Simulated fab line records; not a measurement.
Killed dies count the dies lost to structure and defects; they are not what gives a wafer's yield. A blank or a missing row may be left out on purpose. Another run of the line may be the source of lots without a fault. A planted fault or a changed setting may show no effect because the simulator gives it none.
Split-lot trial ; flow n5Finfet ; route with 1938 steps; 7 lots, 39 wafers read

== THE SPLIT ITSELF ==
At N5_DUMMY_GATE_ETCH_37 (etches SOC in N2/H2, target depth 60 nm, overetch 30 nm), the setting sourceW was moved away from the recipe's 840 W on 15 of the 39 wafers read, by -14.5% to +14.7%. All remaining wafers had this setting at the recipe value.

The split's own step is where the reading is taken.

== THE READING ==
rfVppV, in V, at N5_DUMMY_GATE_ETCH_37 (etches SOC in N2/H2, target depth 60 nm, overetch 30 nm). On this fab line, fault-free wafers typically give 524.7 V with a standard deviation of 1.8 V.

wafer;tool, chamber at the split;sourceW as run, W;against the recipe;rfVppV, V;against lot-mates on the recipe
L074.1;rieDiel-02, 3;840;recipe;523.5;-
L074.2;rieDiel-02, 2;840;recipe;526.8;-
L074.3;rieDiel-02, 1;840;recipe;524.7;-
L076.1;rieDiel-02, 3;840;recipe;523.4;-
L076.2;rieDiel-02, 2;918.8;+9.4%;510.8;-12.7
L076.3;rieDiel-02, 1;840;recipe;523.7;-
L076.4;rieDiel-02, 1;918.8;+9.4%;507.8;-15.7
L076.5;rieDiel-02, 3;840;recipe;523.4;-
L076.6;rieDiel-02, 2;918.8;+9.4%;509.5;-14.0
L077.1;rieDiel-02, 1;963.2;+14.7%;499.7;-26.3
L077.2;rieDiel-02, 3;963.2;+14.7%;501.6;-24.4
L077.3;rieDiel-02, 0;840;recipe;526.8;-
L077.4;rieDiel-02, 2;963.2;+14.7%;502.5;-23.5
L077.5;rieDiel-02, 2;840;recipe;526.6;-
L077.6;rieDiel-02, 3;840;recipe;524.5;-
L087.1;rieDiel-02, 0;897.4;+6.8%;514.0;-9.6
L087.2;rieDiel-02, 2;897.4;+6.8%;514.5;-9.1
L087.3;rieDiel-02, 1;897.4;+6.8%;512.5;-11.1
L087.4;rieDiel-02, 3;840;recipe;521.8;-
L087.5;rieDiel-02, 3;840;recipe;523.7;-
L087.6;rieDiel-02, 2;840;recipe;525.2;-
L088.1;rieDiel-01, 2;840;recipe;523.4;-
L088.2;rieDiel-01, 0;718.1;-14.5%;554.1;+30.3
L088.3;rieDiel-01, 1;718.1;-14.5%;555.6;+31.8
L088.4;rieDiel-01, 0;840;recipe;523.9;-
L088.5;rieDiel-01, 1;718.1;-14.5%;554.4;+30.6
L088.6;rieDiel-01, 2;840;recipe;524.0;-
L092.1;rieDiel-02, 0;840;recipe;524.9;-
L092.2;rieDiel-02, 3;840;recipe;523.0;-
L092.3;rieDiel-02, 1;840;recipe;523.1;-
L092.4;rieDiel-02, 2;840;recipe;525.4;-
L092.5;rieDiel-02, 2;840;recipe;525.5;-
L092.6;rieDiel-02, 3;840;recipe;521.9;-
L096.1;rieDiel-01, 1;930;+10.7%;510.4;-13.8
L096.2;rieDiel-01, 3;840;recipe;522.4;-
L096.3;rieDiel-01, 0;840;recipe;525.9;-
L096.4;rieDiel-01, 2;930;+10.7%;506.5;-17.7
L096.5;rieDiel-01, 0;840;recipe;524.4;-
L096.6;rieDiel-01, 3;930;+10.7%;505.7;-18.5

FIT RESULTS
A straight line over all 39 wafers: rfVppV changes by -1.77 V for each +1% of sourceW; r = -0.99; the points scatter about the line by 2.1 V.
The same after taking each lot's own level away (the mean of its wafers on the recipe; 39 wafers): -1.81 V for each +1%; r = -0.99; scatter 2 V.
Per that fit: largest sourceW move, reading shift of 27 V.
The lots' own levels span 523.50 to 525.97 V, that is 1.4 times the standard deviation above.
The two slopes are in agreement: the lot-to-lot level therefore moves the slope only a little.
Check: -25.3 V against its lot-mates is what the line predicts for one of the wafers moved furthest among these (+14.7%) when that wafer is left out of the fit. It came out at -26.3 V against them.
Tool readings at the split's step, against how far the setting was moved: rfVppV r = -0.99.

== OTHER SPLITS APPLIED TO THESE WAFERS ==
Before the reading, these wafers also passed through other splits. Each is held against what the fit with the lots' levels taken away leaves over:
other split on the same wafers;wafers away from the commonest value;r with rfVppV (lot level and that fit taken away)
N5_DUMMY_GATE_EXPOSE_12 doseMj;12;+0.06

== THE WHOLE CHAIN: every reading that the file lists as answering this split, in the file's order ==
step;what it does;reading;change (the file's fit);r (the file's)
N5_DUMMY_GATE_ETCH_37;etches SOC in N2/H2, target depth 60 nm, overetch 30 nm;rfVppV;-1.76 V for each +1% of the setting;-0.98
N5_DUMMY_GATE_ETCH_37;etches SOC in N2/H2, target depth 60 nm, overetch 30 nm;SiARC_of_DUMMY_GATE_COAT_35.thkNm (the simulator's own value, which no gauge read);-0.0323 nm for each +1% of the setting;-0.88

== THE FILE'S OWN FIT ==
rfVppV changes by -1.76 V for each +1% of sourceW, r = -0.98.
